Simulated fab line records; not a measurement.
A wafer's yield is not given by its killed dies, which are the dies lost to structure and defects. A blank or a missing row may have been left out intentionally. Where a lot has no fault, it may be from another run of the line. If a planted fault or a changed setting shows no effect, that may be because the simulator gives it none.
Check for tools in common    flow nand harc    36 wafers sampled across 12 lots

## WHY THIS WAS OPENED
At NHARC_A_ONON_D1_THK_MEAS_02 the reading thk nm is flagged on 2 of 12 lots. Wafers without a fault read 1002 nm, standard deviation 8.3.
Rule: a lot is flagged when every wafer of it that has a number lies more than 4 standard deviations from that mean, or none has a number. All remaining lots are regarded as sound.

lot   measured      on             thk nm (nm), wafer by wafer  flag
L700  day 7 11:10   film metro-02  988 989 988                  
L701  day 8 04:12   film metro-02  1005 1003 1006               
L703  day 8 23:11   film metro-01  1006 1006 1006               
L705  day 9 23:08   film metro-01  1004 1003 1006               
L706  day 10 07:48  film metro-02  653 655 652                  FLAGGED
L707  day 11 02:19  film metro-01  655 652 655                  FLAGGED
L716  day 14 10:57  film metro-01  1004 1002 1003               
L719  day 15 09:56  film metro-01  1009 1007 1006               
L718  day 15 09:56  film metro-02  1010 1008 1008               
L721  day 16 08:02  film metro-01  1009 1010 1008               
L722  day 16 22:53  film metro-01  1016 1016 1016               
L723  day 17 07:26  film metro-02  993 995 994                  
Average over the flagged lots: 654 nm; offset from the usual -348 nm, equal to -42 standard deviations.

## WHICH TOOL EACH LOT WENT THROUGH
The record holds 4 process steps before the reading, out of a route of 1302 steps. Read each cell as the tool, then ch plus the chambers that the sampled wafers visited, then the start.
lot   flag     NHARC_P_BONDPAD_PVD_27                   NHARC_A_ZERO_WELL_ETCH_19           NHARC_A_ZERO_WELL_RTA_16          NHARC_A_ONON_D1_DEP_00
L700           pvd sputter-03, day 6 14:07 or earlier   rie diel-03 ch 0,1,3, day 6 14:07   rtp anneal-01 ch 0, day 6 15:08   pecvd onon-01 ch 0, day 7 10:39
L701           pvd sputter-01, day 7 05:40 or earlier   rie diel-05 ch 0,1,3, day 7 05:40   rtp anneal-01 ch 0, day 7 06:41   pecvd onon-02 ch 0, day 8 03:45
L703           pvd sputter-02, day 8 00:47 or earlier   rie diel-05 ch 0,3, day 8 00:47     rtp anneal-02 ch 0, day 8 01:50   pecvd onon-04 ch 0, day 8 22:44
L705           pvd sputter-03, day 8 19:32 or earlier   rie diel-03 ch 2,3, day 8 19:32     rtp anneal-01 ch 0, day 8 20:35   pecvd onon-02 ch 0, day 9 22:41
L706  FLAGGED  pvd sputter-03, day 9 10:03 or earlier   rie diel-03 ch 0,2,3, day 9 10:03   rtp anneal-02 ch 0, day 9 11:04   pecvd onon-02 ch 0, day 10 07:17
L707  FLAGGED  pvd sputter-01, day 10 00:13 or earlier  rie diel-03 ch 0,2, day 10 00:13    rtp anneal-02 ch 0, day 10 01:35  pecvd onon-02 ch 0, day 11 01:55
L716           pvd sputter-01, day 13 12:10 or earlier  rie diel-05 ch 0,2, day 13 12:10    rtp anneal-02 ch 0, day 13 13:10  pecvd onon-02 ch 0, day 14 10:27
L719           pvd sputter-02, day 14 12:17 or earlier  rie diel-06 ch 0,2,3, day 14 12:17  rtp anneal-01 ch 0, day 14 13:20  pecvd onon-01 ch 0, day 15 09:26
L718           pvd sputter-01, day 14 12:05 or earlier  rie diel-03 ch 0,1,2, day 14 12:05  rtp anneal-02 ch 0, day 14 13:12  pecvd onon-02 ch 0, day 15 09:26
L721           pvd sputter-02, day 15 10:55 or earlier  rie diel-03 ch 0,1,3, day 15 10:55  rtp anneal-01 ch 0, day 15 11:58  pecvd onon-04 ch 0, day 16 07:35
L722           pvd sputter-01, day 16 01:14 or earlier  rie diel-03 ch 0,2, day 16 01:14    rtp anneal-01 ch 0, day 16 02:15  pecvd onon-02 ch 0, day 16 22:23
L723           pvd sputter-01, day 16 09:03 or earlier  rie diel-03 ch 0,1, day 16 09:03    rtp anneal-02 ch 0, day 16 10:07  pecvd onon-02 ch 0, day 17 06:59
These steps, and what they do:
- NHARC_P_BONDPAD_PVD_27: deposits Cu, target thk 30 nm, time 20.49 s.
- NHARC_A_ZERO_WELL_ETCH_19: etches the open film in N2/H2, target depth 80 nm, overetch 24 nm, time 87.88 s.
- NHARC_A_ZERO_WELL_RTA_16: time 10 s.
- NHARC_A_ONON_D1_DEP_00: target thk 1000 nm.
- NHARC_A_ONON_D1_THK_MEAS_02: measures by ellipsometry.

## FLAGGED AGAINST TOTAL, ONE TOOL AT A TIME (gauges that did the reading follow at the end)
step                         tool            lots run  flagged  share of the flagged lots  sound lots run after its first flagged lot
NHARC_P_BONDPAD_PVD_27       pvd sputter-01  6         1        some                       4 (L716,L718,L722,L723)
NHARC_P_BONDPAD_PVD_27       pvd sputter-02  3         0        none                       -
NHARC_P_BONDPAD_PVD_27       pvd sputter-03  3         1        some                       0
NHARC_A_ZERO_WELL_ETCH_19    rie diel-03     8         2        all                        4 (L718,L721,L722,L723)
NHARC_A_ZERO_WELL_ETCH_19    rie diel-05     3         0        none                       -
NHARC_A_ZERO_WELL_ETCH_19    rie diel-06     1         0        none                       -
NHARC_A_ZERO_WELL_RTA_16     rtp anneal-01   6         0        none                       -
NHARC_A_ZERO_WELL_RTA_16     rtp anneal-02   6         2        all                        3 (L716,L718,L723)
NHARC_A_ONON_D1_DEP_00       pecvd onon-01   2         0        none                       -
NHARC_A_ONON_D1_DEP_00       pecvd onon-02   8         2        all                        4 (L716,L718,L722,L723)
NHARC_A_ONON_D1_DEP_00       pecvd onon-04   2         0        none                       -
NHARC_A_ONON_D1_THK_MEAS_02  film metro-01   7         1        some                       4 (L716,L719,L721,L722)
NHARC_A_ONON_D1_THK_MEAS_02  film metro-02   5         1        some                       2 (L718,L723)
NHARC_P_BONDPAD_PVD_27: start missing for some lots; hours and lot order therefore follow NHARC_A_ZERO_WELL_ETCH_19.

## THE TABLE: WHAT IT ALLOWS
3 rows of the table ran every flagged lot: rie diel-03 at NHARC_A_ZERO_WELL_ETCH_19, rtp anneal-02 at NHARC_A_ZERO_WELL_RTA_16, pecvd onon-02 at NHARC_A_ONON_D1_DEP_00.
- rie diel-03 at NHARC_A_ZERO_WELL_ETCH_19 ran 8 lots, 2 of them flagged. Sound lots followed the first flagged one (L718, L721, L722, L723) on it, something a lasting fault affecting the whole tool could not allow.
- rtp anneal-02 at NHARC_A_ZERO_WELL_RTA_16 ran 6 lots, 2 of them flagged. Sound lots followed the first flagged one (L716, L718, L723) on it, something a lasting fault affecting the whole tool could not allow.
- pecvd onon-02 at NHARC_A_ONON_D1_DEP_00 ran 8 lots, 2 of them flagged. Sound lots followed the first flagged one (L716, L718, L722, L723) on it, something a lasting fault affecting the whole tool could not allow.
Not one row of the table ran every flagged lot while running no sound lot after the first.

## WHAT THE SIMULATOR HAD INSERTED
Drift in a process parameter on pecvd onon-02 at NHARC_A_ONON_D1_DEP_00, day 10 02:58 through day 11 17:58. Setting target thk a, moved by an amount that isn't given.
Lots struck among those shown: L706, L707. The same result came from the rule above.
